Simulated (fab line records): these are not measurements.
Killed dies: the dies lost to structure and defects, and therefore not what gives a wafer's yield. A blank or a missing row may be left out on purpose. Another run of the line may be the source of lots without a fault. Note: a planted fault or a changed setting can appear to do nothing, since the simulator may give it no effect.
Which tool did it? + flow n5 finfet + 11 lots, 33 wafers sampled, at 3 steps of a route of 1938

WHAT THE GAUGES SHOWED, per wafer
N5_BEOL_M11_CD_MEAS_18: pitch 140 nm, target cd 70 nm.
| lot  | measured     | on        | cd nm (nm)     |
|------|--------------|-----------|----------------|
| L794 | day 10 12:43 | cd sem-02 | 70.3 70.2 70.1 |
| L795 | day 10 18:35 | cd sem-02 | 70.6 70.7 71.2 |
| L797 | day 11 03:04 | cd sem-02 | 71.0 70.2 70.2 |
| L798 | day 11 12:02 | cd sem-01 | 70.4 69.8 69.8 |
| L803 | day 12 07:09 | cd sem-03 | 70.0 70.3 70.7 |
| L805 | day 13 08:44 | cd sem-03 | 70.3 70.5 70.4 |
| L810 | day 14 03:40 | cd sem-02 | 69.4 69.0 69.2 |
| L808 | day 14 06:56 | cd sem-03 | 69.7 68.9 69.4 |
| L814 | day 15 05:53 | cd sem-02 | 70.1 70.0 69.7 |
| L812 | day 15 06:05 | cd sem-02 | 69.7 69.9 70.5 |
| L817 | day 16 16:19 | cd sem-03 | 70.0 69.6 69.6 |

TOOL THAT RAN EACH LOT (tool first, then ch and the chambers of the sampled wafers, then the start)
| lot  | N5_BEOL_M11_ETCH_62                | N5_BEOL_M11_HM_OPEN_17            |
|------|------------------------------------|-----------------------------------|
| L794 | rie diel-02 ch 0,2,3, day 10 12:16 | rie metal-02 ch 0,1, day 10 12:27 |
| L795 | rie diel-02 ch 0,2, day 10 18:13   | rie metal-03 ch 0,1, day 10 18:25 |
| L797 | rie diel-04 ch 0,2, day 11 02:43   | rie metal-02 ch 0,1, day 11 02:53 |
| L798 | rie diel-03 ch 0,1,2, day 11 11:40 | rie metal-03 ch 0,1, day 11 11:51 |
| L803 | rie diel-04 ch 0,1,2, day 12 06:45 | rie metal-01 ch 0,1, day 12 06:56 |
| L805 | rie diel-04 ch 0,2, day 13 08:22   | rie metal-03 ch 0,1, day 13 08:33 |
| L810 | rie diel-03 ch 1,2,3, day 14 03:17 | rie metal-01 ch 0,1, day 14 03:29 |
| L808 | rie diel-04 ch 0,1, day 14 06:27   | rie metal-01 ch 0, day 14 06:38   |
| L814 | rie diel-04 ch 0,1,2, day 15 05:23 | rie metal-03 ch 1, day 15 05:34   |
| L812 | rie diel-04 ch 0,2,3, day 15 05:38 | rie metal-02 ch 0,1, day 15 05:50 |
| L817 | rie diel-02 ch 0,1,3, day 16 15:56 | rie metal-02 ch 0,1, day 16 16:08 |
- N5_BEOL_M11_ETCH_62: etches SOC in N2/H2, target depth 110 nm, overetch 22 nm, time 165 s.
- N5_BEOL_M11_HM_OPEN_17: chemistry Cl2/BCl3, target TiN, target depth 20 nm, overetch 6 nm.

THE ANSWER, worked out from the rows above alone
Rule: the usual values come from the lots themselves. Put in order of their means at a reading, lots are off if they are a third of the lots or fewer, leave a main group of 4 or more, and stand apart from it by a gap of 3 or more times the standard deviation of the main group's means; of several such gaps the widest counts. If all means in a main group match to the digits the tables above print for the reading, that group is not used. A lot without any number at a reading at which 4 lots or more have one is off too. Where the step has rows for the other lots, those lots are counted as sound.
No lot is off at any reading shown: from this, nothing can be told.

WHAT THE SIMULATOR HAD PUT IN
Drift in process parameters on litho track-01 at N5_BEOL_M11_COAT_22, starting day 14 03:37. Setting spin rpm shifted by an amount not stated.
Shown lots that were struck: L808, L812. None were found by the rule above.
